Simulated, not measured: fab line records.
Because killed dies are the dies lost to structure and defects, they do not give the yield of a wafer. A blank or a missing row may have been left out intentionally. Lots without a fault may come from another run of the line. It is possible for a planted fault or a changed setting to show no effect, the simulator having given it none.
fab line records	flow n5-finfet
[record] lots = 11	wafers = 32	last-day = 17
route steps=1938 shown SD_EPI_N@294 SD_EPI_P@310 PASSIVATION@1936
lots untouched by any fault: they come from a run of this same line in which no faults occurred
start-h: hours from the record's first day to the start of the lot's first wafer shown	wait-h: time in hours since the lot's previous step	" same as the row above	L1.1+2: a row that stands for several wafers	- value missing, or start not given	* or withheld: withheld	< > ~ a bound
route shown NAME@n: names a module that has steps shown in the file, with the first one's number in the route	usual: mean/standard deviation of fault-free wafers	same: alike in all rows	chamber/n: place in a boat	sites: the reading at each site	_std_site: standard deviation across them	_edge_site: the outer-site mean with the inner-site mean subtracted	radius-mm: how far each site lies from the wafer's centre	mask NAME#n: copy n	behind: the most recent tool/chamber to have shaped the wafer	hold: the reason the lot was held/the length of the hold in hours/how it ended	device: which transistor (n, p or np) failed to switch	end of line: tests run on the same wafers once the route is complete	a step given without rows: its recipe and nothing more	killed: at the first sort, the dies lost to defects and structure; wafer yield is something else	map: per-die view of a wafer (x killed, . not killed, _ where there is no die)
set.NAME: the setting the step ran with; set.NAME@STEP: the setting that earlier step ran with	model.NAME: the simulator's own value behind a step, which no gauge read
the route's steps for a sample of lots (tables are steps, rows are wafers)
services: a tool's chamber out of use, with start hour (start-h, from the record's first day; less than 0 if before it), hours out, and reason
[[steps]]
[step N5_SD_EPI_N_INSPECT_26]
[recipe] inspect-instrument = darkfield	mode = post-epi
[usual] raw-defect-count = 196/37
lot.wafer	tool	chamber	start-h	wait-h	raw-defect-count
L253.3	defect-inspect-02	-	53.70	0.1	241
L253.4	"	-	"	"	170
L253.5	"	-	"	"	256
L254.2	defect-inspect-01	-	59.09	0.1	236
L254.4	"	-	"	"	140
L254.6	"	-	"	"	190
L255.2	defect-inspect-02	-	69.22	0.1	159
L255.5	"	-	"	"	142
L255.6	"	-	"	"	121
L256.1	defect-inspect-01	-	70.06	0.1	203
L256.2	"	-	"	"	248
L256.5	"	-	"	"	226
L258.4	defect-inspect-01	-	82.63	0.1	214
L258.5	"	-	"	"	184
L260.2	defect-inspect-02	-	95.47	0.1	227
L260.4	"	-	"	"	195
L260.6	"	-	"	"	244
L266.1	defect-inspect-01	-	133.15	0.1	224
L266.4	"	-	"	"	211
L266.6	"	-	"	"	188
L268.2	defect-inspect-01	-	143.66	0.1	225
L268.5	"	-	"	"	242
L268.6	"	-	"	"	230
L271.2	defect-inspect-02	-	162.31	0.1	282
L271.3	"	-	"	"	295
L271.5	"	-	"	"	252
L275.3	defect-inspect-01	-	188.19	0.1	226
L275.5	"	-	"	"	236
L275.6	"	-	"	"	206
L276.1	defect-inspect-01	-	190.56	0.1	225
L276.2	"	-	"	"	215
L276.6	"	-	"	"	293
[step N5_SD_EPI_P_ETCHBACK_46]
[recipe] chemistry = CH3F/O2	mode = anisotropic-etchback	target = SiNx	target-depth-a = 175	stop-on = SiO2	over-etch-frac = 0.3	ion-energy-ev = 120	pressure-mtorr = 30	source-w = 395	bias-w = 73	Ar_flow_sccm = 150	CH3F_flow_sccm = 30	O2_flow_sccm = 20
[usual] drypump-motor-current-A = 5.88/0.26	oes-product-au = 0.67/0.063	over-etch-frac = 0.3/0	rf-vpp-V = 295/12	showerhead-plenum-p-Torr = 2.01/0.056	throttle-valve-pct = 16.27/0.2
lot.wafer	tool	chamber	start-h	wait-h	drypump-motor-current-A	oes-product-au	over-etch-frac	rf-hours-counter-h	rf-vpp-V	showerhead-plenum-p-Torr	throttle-valve-pct
L253.3	rie-diel-03	1	54.60	0.0	5.44	0.63	0.3	169	308	2.00	16.70
L253.4	"	0	"	"	5.74	0.67	0.3	129	298	1.93	16.35
L253.5	"	3	"	"	5.82	0.63	0.3	-	303	2.05	16.13
L254.2	rie-diel-03	0	59.99	0.0	5.72	0.68	0.3	131	298	1.93	16.35
L254.4	"	1	"	"	5.46	0.63	0.3	172	306	2.00	16.68
L254.6	"	3	"	"	5.86	0.63	0.3	-	303	2.05	16.16
L255.2	rie-diel-02	3	70.12	0.0	6.14	0.59	0.3	231	278	1.98	16.38
L255.5	"	1	"	"	5.97	0.75	0.3	-	306	2.12	16.00
L255.6	"	0	"	"	5.49	0.60	0.3	-	304	1.96	16.40
L256.1	rie-diel-02	3	70.97	0.0	6.13	0.59	0.3	231	278	1.98	16.38
L256.2	"	1	"	"	5.98	0.76	0.3	25	307	2.12	15.97
L256.5	"	1	"	"	5.96	0.76	0.3	-	306	2.12	15.99
L258.4	rie-diel-02	1	83.40	0.0	5.98	0.75	0.3	29	307	2.12	16.01
L258.5	"	0	"	"	5.50	0.59	0.3	-	304	1.96	16.39
L260.2	rie-diel-03	3	96.37	0.0	5.82	0.63	0.3	200	302	2.05	16.16
L260.4	"	2	"	"	6.06	0.70	0.3	62	277	2.04	16.29
L260.6	"	3	"	"	5.80	0.62	0.3	-	304	2.05	16.16
L266.1	rie-diel-03	2	134.15	0.0	6.06	0.69	0.3	73	277	2.03	16.33
L266.4	"	0	"	"	5.72	0.65	0.3	153	299	1.92	16.38
L266.6	"	3	"	"	5.82	0.62	0.3	-	301	2.04	16.19
L268.2	rie-diel-03	0	144.56	0.0	5.73	0.59	0.58495	156	298	1.92	16.40
L268.5	"	1	"	"	5.48	0.56	0.58495	-	309	1.99	16.73
L268.6	"	2	"	"	6.04	0.62	0.58495	-	275	2.03	16.32
L271.2	rie-diel-03	0	163.59	0.0	5.74	0.59	0.58495	162	298	1.92	16.42
L271.3	"	3	"	"	5.83	0.55	0.58495	219	302	2.04	16.22
L271.5	"	3	"	"	5.82	0.55	0.58495	-	302	2.04	16.21
L275.3	rie-diel-02	2	189.09	0.0	5.94	0.64	0.3	169	286	2.01	16.26
L275.5	"	1	"	"	5.96	0.71	0.3	-	306	2.11	16.06
L275.6	"	2	"	"	5.94	0.63	0.3	-	285	2.01	16.25
L276.1	rie-diel-02	2	191.46	0.0	5.95	0.63	0.3	170	286	2.01	16.23
L276.2	"	0	"	"	5.49	0.76	0.3	21	305	1.95	16.07
L276.6	"	3	"	"	6.13	0.77	0.3	-	277	1.97	16.04
[step N5_SD_EPI_P_ETCH_47]
[recipe] chemistry = CH3F/O2	target = SiOCN	target-depth-a = 250	mask-material = SOC	ion-energy-ev = 60	bias-w = 29	pressure-mtorr = 30	source-w = 410	Ar_flow_sccm = 150	CH3F_flow_sccm = 30	O2_flow_sccm = 20
[usual] drypump-motor-current-A = 5.88/0.25	oes-product-au = 0.78/0.08	rf-vpp-V = 127/4.9	showerhead-plenum-p-Torr = 2.01/0.056	throttle-valve-pct = 16.24/0.2
lot.wafer	tool	chamber	start-h	wait-h	drypump-motor-current-A	oes-product-au	rf-hours-counter-h	rf-vpp-V	showerhead-plenum-p-Torr	throttle-valve-pct
L253.3	rie-diel-03	1	54.70	0.1	5.49	0.74	169	132	2.00	16.67
L253.4	"	0	"	"	5.72	0.80	129	128	1.93	16.34
L253.5	"	3	"	"	5.82	0.73	-	129	2.05	16.12
L254.2	rie-diel-03	0	60.09	0.1	5.74	0.79	131	128	1.93	16.33
L254.4	"	1	"	"	5.47	0.73	172	132	2.00	16.66
L254.6	"	3	"	"	5.82	0.73	-	129	2.05	16.12
L255.2	rie-diel-02	3	70.22	0.1	6.12	0.68	231	118	1.98	16.36
L255.5	"	1	"	"	5.97	0.90	-	132	2.12	15.97
L255.6	"	0	"	"	5.48	0.69	-	131	1.96	16.38
L256.1	rie-diel-02	3	71.07	0.1	6.16	0.68	231	119	1.98	16.35
L256.2	"	1	"	"	5.97	0.90	25	132	2.12	15.97
L256.5	"	1	"	"	5.99	0.90	-	131	2.12	15.97
L258.4	rie-diel-02	1	83.50	0.1	5.98	0.89	29	130	2.12	15.98
L258.5	"	0	"	"	5.47	0.69	-	131	1.96	16.37
L260.2	rie-diel-03	3	96.47	0.1	5.81	0.73	200	129	2.05	16.14
L260.4	"	2	"	"	6.04	0.83	62	119	2.04	16.27
L260.6	"	3	"	"	5.80	0.72	-	130	2.05	16.15
L266.1	rie-diel-03	2	134.25	0.1	6.05	0.82	73	117	2.03	16.29
L266.4	"	0	"	"	5.69	0.78	153	128	1.92	16.36
L266.6	"	3	"	"	5.83	0.71	-	130	2.04	16.18
L268.2	rie-diel-03	0	144.66	0.1	5.74	0.77	156	127	1.92	16.36
L268.5	"	1	"	"	5.49	0.71	-	134	1.99	16.71
L268.6	"	2	"	"	6.05	0.82	-	119	2.03	16.30
L271.2	rie-diel-03	0	163.69	0.1	5.73	0.78	162	127	1.92	16.38
L271.3	"	3	"	"	5.82	0.71	219	129	2.04	16.18
L271.5	"	3	"	"	5.81	0.71	-	128	2.04	16.17
L275.3	rie-diel-02	2	189.19	0.1	5.95	0.74	169	124	2.01	16.22
L275.5	"	1	"	"	5.98	0.83	-	133	2.11	16.04
L275.6	"	2	"	"	5.94	0.74	-	123	2.01	16.21
L276.1	rie-diel-02	2	191.56	0.1	5.97	0.73	170	124	2.01	16.22
L276.2	"	0	"	"	5.52	0.91	21	131	1.95	16.03
L276.6	"	3	"	"	6.10	0.91	-	120	1.97	16.02
[step N5_SD_EPI_P_STRIP_40]
[recipe] chemistry = N2/H2	power-w = 1000	temp-c = 250	h2-frac = 0.65	overash-fraction = 0.3	pressure-mtorr = withheld	n2-flow-sccm = 1750	h2-flow-sccm = 3250
[usual] drypump-motor-current-A = 5.4/0.42	h2-flow-sccm = 3250/11	heater-power-w = 312/10	n2-flow-sccm = 1749/5.2	oes-product-au = 0.763/0.01
lot.wafer	tool	chamber	start-h	wait-h	drypump-motor-current-A	h2-flow-sccm	heater-power-w	n2-flow-sccm	oes-product-au	rf-hours-counter-h
L253.3	plasma-asher-01	1	55.04	0.0	4.9	3253	310	1744	0.751	-
L253.4	"	0	"	"	5.8	3269	310	1744	0.774	-
L253.5	"	1	"	"	4.9	3252	304	1747	0.764	-
L254.2	plasma-asher-01	0	60.41	0.0	5.8	3277	307	1755	0.763	37
L254.4	"	0	"	"	5.8	3261	309	1749	0.786	-
L254.6	"	1	"	"	4.9	3248	299	1748	0.766	-
L255.2	plasma-asher-02	1	70.54	0.0	5.8	3258	305	1752	0.772	87
L255.5	"	0	"	"	5.1	3217	328	1747	0.769	-
L255.6	"	1	"	"	5.8	3253	321	1748	0.766	-
L256.1	plasma-asher-01	1	71.39	0.0	4.9	3266	308	1752	0.774	39
L256.2	"	0	"	"	5.8	3236	311	1753	0.766	39
L256.5	"	0	"	"	5.8	3228	308	1745	0.775	-
L258.4	plasma-asher-01	0	83.84	0.0	5.8	3262	310	1750	0.746	-
L258.5	"	1	"	"	4.9	3249	306	1759	0.761	-
L260.2	plasma-asher-02	0	96.78	0.0	5.1	3269	331	1754	0.744	93
L260.4	"	1	"	"	5.7	3250	313	1751	0.760	-
L260.6	"	0	"	"	5.1	3270	325	1759	0.756	-
L266.1	plasma-asher-02	0	134.57	0.0	5.1	3265	328	1741	0.758	100
L266.4	"	0	"	"	5.1	3265	338	1750	0.772	-
L266.6	"	0	"	"	5.1	3251	329	1747	0.760	-
L268.2	plasma-asher-01	1	144.98	0.0	4.9	3251	312	1752	0.758	52
L268.5	"	0	"	"	5.8	3252	303	1741	0.753	-
L268.6	"	1	"	"	4.9	3252	304	1753	0.762	-
L271.2	plasma-asher-01	0	164.01	0.0	5.8	3256	312	1749	0.751	56
L271.3	"	1	"	"	4.9	3254	302	1741	0.769	-
L271.5	"	0	"	"	5.7	3262	305	1757	0.752	-
L275.3	plasma-asher-01	1	189.53	0.0	4.9	3251	299	1757	0.790	-
L275.5	"	1	"	"	4.9	3255	308	1747	0.778	-
L275.6	"	0	"	"	5.8	3243	308	1758	0.774	-
L276.1	plasma-asher-01	0	191.90	0.0	5.8	3266	309	1744	0.765	62
L276.2	"	1	"	"	4.9	3262	301	1750	0.761	62
L276.6	"	1	"	"	4.9	3257	306	1747	0.778	-
[step N5_PASSIVATION_PROBE_49]
[usual] killed_at_M0_to_M3 = 35/11	killed_at_M4_up = 13/5.7	killed-at-contacts = 12/5.7	killed-at-front-end = 40/11	killed-at-other = 4/4.4	killed-dies = 105/18	killed-open = 68/14	killed-short = 34/7.4
[same] gross-dies = 1180	killed-at-back-side = 0
lot.wafer	tool	chamber	start-h	wait-h	killed_at_M0_to_M3	killed_at_M4_up	killed-at-contacts	killed-at-front-end	killed-at-other	killed-dies	killed-open	killed-short
L253.3	prober-02	-	261.83	0.9	36	10	12	48	23	129	71	46
L253.4	prober-02	-	261.88	0.9	32	14	2	40	10	98	61	32
L253.5	prober-02	-	261.93	1.0	52	26	10	29	5	122	84	37
L254.2	prober-01	-	268.49	0.1	26	16	5	42	14	103	66	36
L254.4	prober-01	-	268.59	0.2	31	28	2	56	13	130	94	36
L254.6	prober-01	-	268.69	0.3	31	26	11	35	12	115	87	26
L256.1	prober-01	-	268.74	0.0	28	18	16	57	7	126	86	39
L256.2	prober-01	-	268.79	0.1	54	24	8	36	1	123	87	36
L256.5	prober-01	-	268.94	0.2	42	13	9	54	2	120	83	36
L255.2	prober-01	-	282.71	0.1	50	10	8	36	4	108	66	40
L255.5	prober-01	-	282.86	0.2	32	5	8	30	10	85	54	23
L255.6	prober-01	-	282.91	0.3	47	10	13	32	0	102	69	32
L258.4	prober-02	-	296.20	0.2	39	17	17	43	0	116	88	28
L258.5	prober-02	-	296.25	0.2	41	15	6	32	8	102	64	28
L260.2	prober-01	-	313.18	0.1	40	11	16	55	1	123	84	31
L260.4	prober-01	-	313.28	0.2	31	21	8	51	2	113	82	29
L260.6	prober-01	-	313.38	0.3	47	6	5	53	3	114	58	51
L268.2	prober-02	-	345.61	0.1	30	5	8	30	9	82	42	37
L268.5	prober-02	-	345.76	0.2	27	12	12	41	1	93	56	37
L268.6	prober-02	-	345.81	0.3	27	11	10	28	13	89	52	29
L266.1	prober-02	-	345.86	0.3	18	17	28	52	3	118	86	31
L266.4	prober-02	-	346.01	0.5	20	14	9	35	4	82	56	22
L266.6	prober-02	-	346.11	0.6	45	27	19	33	1	125	80	43
L271.2	prober-01	-	383.15	0.1	24	19	29	39	1	112	75	31
L271.3	prober-01	-	383.20	0.1	23	16	9	36	1	85	53	30
L271.5	prober-01	-	383.30	0.2	21	9	9	50	2	91	53	32
L275.3	prober-01	-	401.60	0.1	37	14	5	35	5	96	59	37
L275.5	prober-01	-	401.70	0.2	45	1	12	24	4	86	48	38
L275.6	prober-01	-	401.75	0.3	35	14	7	46	4	106	64	41
L276.1	prober-02	-	405.36	0.0	26	10	12	49	6	103	61	31
L276.2	prober-02	-	405.41	0.1	41	5	16	27	0	89	68	21
L276.6	prober-02	-	405.61	0.3	32	9	21	47	4	113	68	39
// killed by level:class
L253.3 GATE_CUT:geometric-particle:short=7 BEOL_M0_SAQP:geometric-particle:open=7 BEOL_M1:geometric-particle:short=7 HKMG_FIN:area-etch=7 FIN_SAQP:geometric-particle:open=6 DUMMY_GATE:geometric-particle:open=6 BEOL_M2:geometric-particle:open=6 GATE_CUT:geometric-particle:open=6
L253.4 FIN_SAQP:geometric-particle:open=16 FIN_SAQP:geometric-particle:short=8 BEOL_M3:geometric-particle:open=8 BEOL_M0_SAQP:geometric-particle:open=5 BEOL_M4:geometric-particle:open=5 DUMMY_GATE:geometric-particle:open=4 BEOL_M0_SAQP:geometric-particle:short=4 BEOL_M0:geometric-particle:open=4
L253.5 BEOL_M3:geometric-particle:open=14 BEOL_M5:geometric-particle:open=11 BEOL_M0_SAQP:geometric-particle:open=10 MOL_CONTACT_COAG:geometric-particle:open=8 BEOL_M1:geometric-particle:short=8 FIN_SAQP:geometric-particle:open=5 STI_FIN_REVEAL:geometric-particle:open=5 BEOL_M1:geometric-particle:open=5
L254.2 STI_FIN_REVEAL:geometric-particle:open=17 BEOL_M1:geometric-particle:open=10 BEOL_M4:geometric-particle:open=8 PAD_METAL:geometric-particle:short=8 BEOL_M0_SAQP:geometric-particle:short=6 FIN_SAQP:geometric-particle:open=5 PAD_METAL:geometric-particle:open=5 STARTING-WAFER:geometric-particle:short=5
L254.4 BEOL_M4:geometric-particle:open=17 FIN_SAQP:geometric-particle:open=14 STI_FIN_REVEAL:geometric-particle:open=9 BEOL_M0_SAQP:geometric-particle:open=9 BEOL_M0_SAQP:geometric-particle:short=8 STARTING-WAFER:geometric-particle:short=6 FIN_SAQP:geometric-particle:short=5 DUMMY_GATE:geometric-particle:open=5
L254.6 BEOL_M4:geometric-particle:open=15 BEOL_M1:geometric-particle:open=12 FIN_SAQP:geometric-particle:open=10 FIN_SAQP:geometric-particle:short=9 MOL_CONTACT_COAG:geometric-particle:open=8 STI_FIN_REVEAL:geometric-particle:open=7 BEOL_M0:geometric-particle:open=5 BEOL_M2:geometric-particle:open=4
L256.1 STI_FIN_REVEAL:geometric-particle:open=23 FIN_SAQP:geometric-particle:open=11 BEOL_M0_SAQP:geometric-particle:open=11 MOL_CONTACT_COAG:geometric-particle:open=9 BEOL_M4:geometric-particle:open=9 MOL_CONTACT_COAG:geometric-particle:short=7 BEOL_M0_SAQP:geometric-particle:short=6 STI_FIN_REVEAL:geometric-particle:short=5
L256.2 BEOL_M4:geometric-particle:open=14 FIN_SAQP:geometric-particle:open=11 BEOL_M0_SAQP:geometric-particle:short=11 BEOL_M1:geometric-particle:open=10 BEOL_M3:geometric-particle:open=10 BEOL_M0_SAQP:geometric-particle:open=9 STI_FIN_REVEAL:geometric-particle:open=7 MOL_CONTACT_COAG:geometric-particle:open=7
L256.5 BEOL_M3:geometric-particle:open=19 FIN_SAQP:geometric-particle:open=18 STI_FIN_REVEAL:geometric-particle:open=7 BEOL_M4:geometric-particle:open=6 MOL_CONTACT_COAG:geometric-particle:open=6 BEOL_M1:geometric-particle:open=6 STI_FIN_REVEAL:geometric-particle:short=5 GATE_CUT:geometric-particle:short=5
L255.2 BEOL_M0_SAQP:geometric-particle:short=14 BEOL_M0_SAQP:geometric-particle:open=9 BEOL_M2:geometric-particle:open=9 STI_FIN_REVEAL:geometric-particle:open=7 FIN_SAQP:geometric-particle:open=6 MOL_CONTACT_COAG:geometric-particle:open=5 BEOL_M3:geometric-particle:open=5 FIN_SAQP:geometric-particle:short=4
L255.5 STI_FIN_REVEAL:geometric-particle:open=14 BEOL_M0_SAQP:geometric-particle:short=9 BEOL_M3:geometric-particle:open=7 MIM_TOP_ETCH:area-etch=7 MOL_CONTACT_COAG:geometric-particle:open=6 BEOL_M0_SAQP:geometric-particle:open=5 FIN_SAQP:geometric-particle:open=3 DUMMY_GATE:geometric-particle:open=3
L255.6 BEOL_M2:geometric-particle:open=15 FIN_SAQP:geometric-particle:short=14 BEOL_M3:geometric-particle:open=14 MOL_CONTACT_COAG:geometric-particle:open=13 BEOL_M0_SAQP:geometric-particle:short=9 STI_FIN_REVEAL:geometric-particle:open=7 BEOL_M0_SAQP:geometric-particle:open=3 BEOL_M6:geometric-particle:open=3
L258.4 MOL_CONTACT_COAG:geometric-particle:open=17 BEOL_M0_SAQP:geometric-particle:open=10 BEOL_M3:geometric-particle:open=10 FIN_SAQP:geometric-particle:open=9 BEOL_M4:geometric-particle:open=9 STI_FIN_REVEAL:geometric-particle:open=8 BEOL_M0:geometric-particle:open=7 GATE_CUT:geometric-particle:short=6
L258.5 BEOL_M3:geometric-particle:open=9 BEOL_M0_SAQP:geometric-particle:open=8 MIM_TOP_ETCH:area-etch=8 STI_FIN_REVEAL:geometric-particle:open=7 FIN_SAQP:geometric-particle:open=6 BEOL_M2:geometric-particle:open=6 STARTING-WAFER:geometric-particle:open=6 MOL_CONTACT_COAG:geometric-particle:open=5
L260.2 MOL_CONTACT_COAG:geometric-particle:open=16 FIN_SAQP:geometric-particle:open=14 STI_FIN_REVEAL:geometric-particle:open=11 BEOL_M3:geometric-particle:open=10 BEOL_M0_SAQP:geometric-particle:open=10 BEOL_M0_SAQP:geometric-particle:short=6 HKMG_FIN:area-etch=6 GATE_CUT:geometric-particle:open=5
L260.4 FIN_SAQP:geometric-particle:open=14 BEOL_M4:geometric-particle:open=10 BEOL_M3:geometric-particle:open=9 STI_FIN_REVEAL:geometric-particle:open=8 BEOL_M2:geometric-particle:open=7 FIN_SAQP:geometric-particle:short=6 STARTING-WAFER:geometric-particle:open=6 MOL_CONTACT_COAG:geometric-particle:open=5
L260.6 FIN_SAQP:geometric-particle:short=19 BEOL_M0_SAQP:geometric-particle:short=8 BEOL_M0_SAQP:geometric-particle:open=8 BEOL_M3:geometric-particle:open=8 BEOL_M1:geometric-particle:open=7 FIN_SAQP:geometric-particle:open=7 DUMMY_GATE:geometric-particle:open=4 GATE_CUT:geometric-particle:short=4
L268.2 BEOL_M0_SAQP:geometric-particle:short=10 STI_FIN_REVEAL:geometric-particle:open=8 MOL_CONTACT_COAG:geometric-particle:open=6 BEOL_M3:geometric-particle:open=6 GATE_CUT:geometric-particle:short=5 BEOL_M3:geometric-particle:short=4 MIM_TOP_ETCH:geometric-particle:open=4 STI_FIN_REVEAL:geometric-particle:short=3
L268.5 FIN_SAQP:geometric-particle:short=12 MOL_CONTACT_COAG:geometric-particle:open=10 BEOL_M0_SAQP:geometric-particle:open=8 GATE_CUT:geometric-particle:open=7 STI_FIN_REVEAL:geometric-particle:open=5 GATE_CUT:geometric-particle:short=5 BEOL_M0_SAQP:geometric-particle:short=5 BEOL_M2:geometric-particle:open=5
L268.6 MIM_TOP_ETCH:area-etch=8 MOL_CONTACT_COAG:geometric-particle:open=6 BEOL_M2:geometric-particle:open=6 BEOL_M0_SAQP:geometric-particle:open=5 BEOL_M4:geometric-particle:open=5 ILD0:geometric-particle:short=4 MOL_CONTACT_COAG:geometric-particle:short=4 BEOL_M0:geometric-particle:open=4
L266.1 STI_FIN_REVEAL:geometric-particle:open=23 MOL_CONTACT_COAG:geometric-particle:open=21 BEOL_M4:geometric-particle:open=9 MOL_CONTACT_COAG:geometric-particle:short=7 GATE_CUT:geometric-particle:open=6 STI_FIN_REVEAL:geometric-particle:short=5 BEOL_M0_SAQP:geometric-particle:open=4 BEOL_M1:geometric-particle:open=4
L266.4 BEOL_M4:geometric-particle:open=8 MOL_CONTACT_COAG:geometric-particle:open=7 STI_FIN_REVEAL:geometric-particle:open=6 BEOL_M0_SAQP:geometric-particle:short=5 FIN_SAQP:geometric-particle:short=4 GATE_CUT:geometric-particle:short=4 BEOL_M0_SAQP:geometric-particle:open=4 BEOL_M1:geometric-particle:open=4
L266.6 BEOL_M0_SAQP:geometric-particle:short=15 MOL_CONTACT_COAG:geometric-particle:open=14 STI_FIN_REVEAL:geometric-particle:open=12 BEOL_M4:geometric-particle:open=11 BEOL_M0_SAQP:geometric-particle:open=9 BEOL_M2:geometric-particle:open=6 MOL_CONTACT_COAG:geometric-particle:short=5 BEOL_M1:geometric-particle:open=5
L271.2 MOL_CONTACT_COAG:geometric-particle:open=22 BEOL_M4:geometric-particle:open=10 FIN_SAQP:geometric-particle:short=7 FIN_SAQP:geometric-particle:open=7 MOL_CONTACT_COAG:geometric-particle:short=7 ILD0:geometric-particle:open=6 BEOL_M0_SAQP:geometric-particle:short=6 BEOL_M1:geometric-particle:open=6
L271.3 BEOL_M0_SAQP:geometric-particle:open=8 FIN_SAQP:geometric-particle:open=7 FIN_SAQP:geometric-particle:short=7 MOL_CONTACT_COAG:geometric-particle:open=7 BEOL_M2:geometric-particle:open=7 STARTING-WAFER:geometric-particle:open=6 GATE_CUT:geometric-particle:short=4 BEOL_M4:geometric-particle:open=4
L271.5 FIN_SAQP:geometric-particle:short=8 FIN_SAQP:geometric-particle:open=7 STI_FIN_REVEAL:geometric-particle:open=7 MOL_CONTACT_COAG:geometric-particle:open=7 HKMG_FIN:area-etch=6 BEOL_M2:geometric-particle:open=5 BEOL_M0_SAQP:geometric-particle:short=5 BEOL_M4:geometric-particle:open=5
L275.3 STI_FIN_REVEAL:geometric-particle:open=8 BEOL_M0_SAQP:geometric-particle:short=7 BEOL_M1:geometric-particle:open=6 DUMMY_GATE:geometric-particle:open=6 GATE_CUT:geometric-particle:open=5 BEOL_M0:geometric-particle:short=5 BEOL_M2:geometric-particle:open=5 GATE_CUT:geometric-particle:short=4
L275.5 MOL_CONTACT_COAG:geometric-particle:open=11 BEOL_M0:geometric-particle:short=10 BEOL_M0_SAQP:geometric-particle:short=7 BEOL_M2:geometric-particle:short=7 BEOL_M3:geometric-particle:open=7 DUMMY_GATE:geometric-particle:open=6 FIN_SAQP:geometric-particle:short=4 STI_FIN_REVEAL:geometric-particle:open=4
L275.6 STI_FIN_REVEAL:geometric-particle:open=13 BEOL_M1:geometric-particle:open=10 STARTING-WAFER:geometric-particle:short=7 FIN_SAQP:geometric-particle:open=6 MOL_CONTACT_COAG:geometric-particle:open=6 BEOL_M0_SAQP:geometric-particle:short=6 BEOL_M0_SAQP:geometric-particle:open=5 BEOL_M3:geometric-particle:open=5
L276.1 BEOL_M3:geometric-particle:open=13 STI_FIN_REVEAL:geometric-particle:open=12 FIN_SAQP:geometric-particle:open=8 FIN_SAQP:geometric-particle:short=8 MOL_CONTACT_COAG:geometric-particle:open=8 HKMG_FIN:area-etch=8 BEOL_M2:geometric-particle:open=5 GATE_CUT:geometric-particle:short=4
L276.2 BEOL_M3:geometric-particle:open=17 MOL_CONTACT_COAG:geometric-particle:open=10 FIN_SAQP:geometric-particle:open=8 MOL_CONTACT_COAG:geometric-particle:short=6 BEOL_M1:geometric-particle:open=6 STI_FIN_REVEAL:geometric-particle:open=5 BEOL_M2:geometric-particle:open=5 BEOL_M3:geometric-particle:short=5
L276.6 MOL_CONTACT_COAG:geometric-particle:open=14 BEOL_M3:geometric-particle:open=11 FIN_SAQP:geometric-particle:open=7 MOL_CONTACT_COAG:geometric-particle:short=7 BEOL_M2:geometric-particle:open=7 GATE_CUT:geometric-particle:short=6 GATE_CUT:geometric-particle:open=6 BEOL_M1:geometric-particle:open=6
[[services]]
tool	chamber	start-h	hours	kind
rie-diel-02	3	44.06	5.9	repair
plasma-asher-02	-	47.60	4.3	pm
rie-diel-03	0	47.69	2.1	repair
rie-diel-02	0	84.26	23.0	repair
plasma-asher-01	-	96.63	1.2	repair
rie-diel-02	0	119.54	-	clean
rie-diel-02	0	119.54	-	consumable-replace:focus-ring
rie-diel-02	0	119.54	13.2	scheduled-down
rie-diel-02	0	119.54	13.2	vent-cycle
rie-diel-02	3	133.06	-	clean
rie-diel-02	3	133.06	-	consumable-replace:focus-ring
rie-diel-02	3	133.06	21.0	scheduled-down
rie-diel-02	3	133.06	21.0	vent-cycle
[[key]]
[first-sign] step = N5_SD_EPI_P_ETCHBACK_46	reading = over-etch-frac	direction = up	sigmas = 99+	usual = 0.3	struck = 0.58495
effect none on later readings
met-at N5_SD_EPI_P_ETCHBACK_46
struck-lots L268,L271
tester-left-out L268,L271
not-acting-at N5_SD_EPI_N_INSPECT_26,N5_SD_EPI_P_ETCH_47,N5_SD_EPI_P_STRIP_40
onset-between 134.15 144.56
[fault] kind = process-parameter-drift	tool = rie-diel-03	chamber = -	onset-h = 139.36	steps = N5_SD_EPI_P_ETCHBACK_46	channel = over-etch-frac	offset = 0.28495	shape = step	end-h = 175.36	acts-in = these-recipes-only	stated = 0.3
// tester-left-out: of these lots the tester's yield and bins aren't shown, on N5 and GAA mostly nor the transistor test; their killed dies are dies lost to structure and defects alone, not to doping, threshold or leakage, so they don't give the yield
